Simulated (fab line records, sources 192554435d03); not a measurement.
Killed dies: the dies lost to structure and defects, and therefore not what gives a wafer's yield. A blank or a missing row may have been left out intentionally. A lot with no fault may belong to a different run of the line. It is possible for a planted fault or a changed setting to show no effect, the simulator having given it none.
A struck lot beside a sound one	flow n5Finfet	36 steps out of a route of 1938
Sound: the wafers L733.1, L733.3, L733.4. The struck wafers were L731.2, L731.4, L731.5. At the end, the cause is stated.
Per side, at each step with rows, come the tool, then ch with its chambers, and then its first start. Under that, the readings that differ: sound wafers	struck wafers	difference of the means	sigmas: that difference in standard deviations of wafers without a fault.
alike: readings with means less than 2 such deviations apart, plus words and numbers identical on both sides. not compared: withheld readings, readings lacking a value on some wafer, bounds such as >300 that could conceal the same value, and numbers that have no deviation in the record and whose values overlap.
A row with sigmas, a row that says differs or no value, or rows on one side alone: a step with any of these is where the two part. Numbers that don't overlap but have no deviation are shown without sigmas and don't part them. A reading that every wafer of one side lacks parts them only if that side has two wafers or more.

first, 11 steps without rows for these wafers: N5_BEOL_M6_DESCUM_33 (chemistry O2, time 7 s); N5_BEOL_M6_ETCH_72 (etches underlayer in N2/H2, target depth 6.5 nm, time 5.2 s); N5_BEOL_M6_ETCH_65 (etches SiARC in CF4, target depth 15.6 nm, time 26 s); N5_BEOL_M6_ETCH_66 (etches SOC in N2/H2, target depth 80 nm, overetch 16 nm, time 120 s); N5_BEOL_M6_STRIP_69 (strips in N2/H2); N5_BEOL_M6_STRIP_73 (strips in N2/H2); N5_BEOL_M6_VIA_ETCH_34 (etches SiCOH lowk in C4F6/O2, target depth 126.3 nm, time 50.9 s); N5_BEOL_M6_STRIP_76 (strips in C4F6/O2); N5_BEOL_M6_STRIP_36 (strips in N2/H2); N5_BEOL_M6_TRENCH_ETCH_37 (etches SiCOH lowk in C4F6/O2, target depth 94.435 nm, time 31.5 s); N5_BEOL_M6_ETCH_41 (etches SiCN in CH3F/O2, target depth 29.7 nm, time 52 s).
N5_BEOL_M6_STRIP_80: strips in N2/H2, time 10 s.
  sound on rieDiel-05 ch 0,2,3, day 12 14:49; struck on rieDiel-04 ch 0,3, day 12 08:31
reading	sound	struck	difference	sigmas
throttleValvePct (%)	23.65 23.03 23.22	23.91 23.93 23.92	+0.62	+2
  alike: drypumpMotorCurrentA, oesProductAu, rfVppV, showerheadPlenumPTorr
  not compared: rfHoursCounterH
then, 23 steps without rows for these wafers: N5_BEOL_M6_HM_STRIP_39 (strips TiN in peroxide tin strip, target depth 25 nm, time 158 s); N5_BEOL_M6_SRD_40 (time 30 s); N5_BEOL_M6_PRECLEAN_42 (cleans in residue remover, time 60 s); N5_BEOL_M6_SRD_43 (time 30 s); N5_BEOL_M6_CURE_75 (cures SiCOH lowk, time 120 s); N5_BEOL_M6_DEGAS_44 (time 60 s); N5_BEOL_M6_PRE_CLEAN_45 (time 30 s); N5_BEOL_M6_ALD_77 (deposits TaN, target thk 2 nm, pulse time 2 s, purge time 3 s); N5_BEOL_M6_SURFACE_TREAT_79; N5_BEOL_M6_CVD_78 (deposits Co from CCTBA/H2, target thk 2 nm, time 142.3 s); N5_BEOL_M6_SPUTTER_48 (material Cu, target thk 10 nm, time 1.667 s); N5_BEOL_M6_ECD_50 (material Cu, target thk 300 nm); N5_BEOL_M6_ANNEAL_51 (time 90 s); N5_BEOL_M6_CMP_52 (polishes, stops on SiCOH lowk, t overpolish 6.9 s, target thk 80 nm); N5_BEOL_M6_PRE_CLEAN_55 (time 15 s); N5_BEOL_M6_DEP_56 (deposits SiCN from 3MS/NH3, target thk 10 nm, time 17.5 s); N5_BEOL_M7_ILD_DEP_00 (deposits SiCOH lowk from DEMS/porogen, target thk 179.75 nm, time 33.4 s); N5_BEOL_M7_CURE_74 (cures SiCOH lowk, time 240 s); N5_BEOL_M7_PECVD_70 (deposits SiO2 from TEOS/O2, target thk 20 nm, time 22.7 s); N5_BEOL_M7_HM_DEP_02 (deposits TiN, target thk 20 nm); N5_BEOL_M7_COAT_59 (time 60 s, resist thk 100 nm); N5_BEOL_M7_COAT_60 (time 60 s, resist thk 35 nm); N5_BEOL_M7_COAT_05 (resist thk 90 nm).
-- record jumps: 3 days separate the struck wafers' starts on either side; left off in module BEOL_M7, taken up again in module PASSIVATION, whose first shown step is the route's number 1936 --
N5_PASSIVATION_PROBE_49:
  sound on prober-02, day 16 07:35; struck on prober-02, day 15 20:13
reading	sound	struck	difference	sigmas
defectLimitedYield (%)	92.4 91.8 90.0	80.6 80.3 82.1	-10.4	-7
killed_at_M4_up	9 12 24	133 148 147	+128	+22
killedDies	90 97 118	229 233 211	+123	+7
sort_bin_5_function (%)	4.6 5.4 6.0	11.9 12.5 11.4	+6.6	+7
sort_bin_8_speed (%)	0 0 2.80	0 0 0	-1	-3
sortNPass	1090 1083 1029	951 947 969	-112	-6
sortYieldPct (%)	92.4 91.8 87.2	80.6 80.3 82.1	-9.5	-6
  alike: killed_at_M0_to_M3, killedAtContacts, killedAtFrontEnd, killedAtOther, killedOpen, killedShort, sort_bin_6_memory

== WHERE THEY PART ==
Earliest at N5_BEOL_M6_STRIP_80; latest, in this record, at N5_PASSIVATION_PROBE_49.

WHY: whatever the simulator had introduced
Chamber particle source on rieDiel-04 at N5_BEOL_M6_STRIP_80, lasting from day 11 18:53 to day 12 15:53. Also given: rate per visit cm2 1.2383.
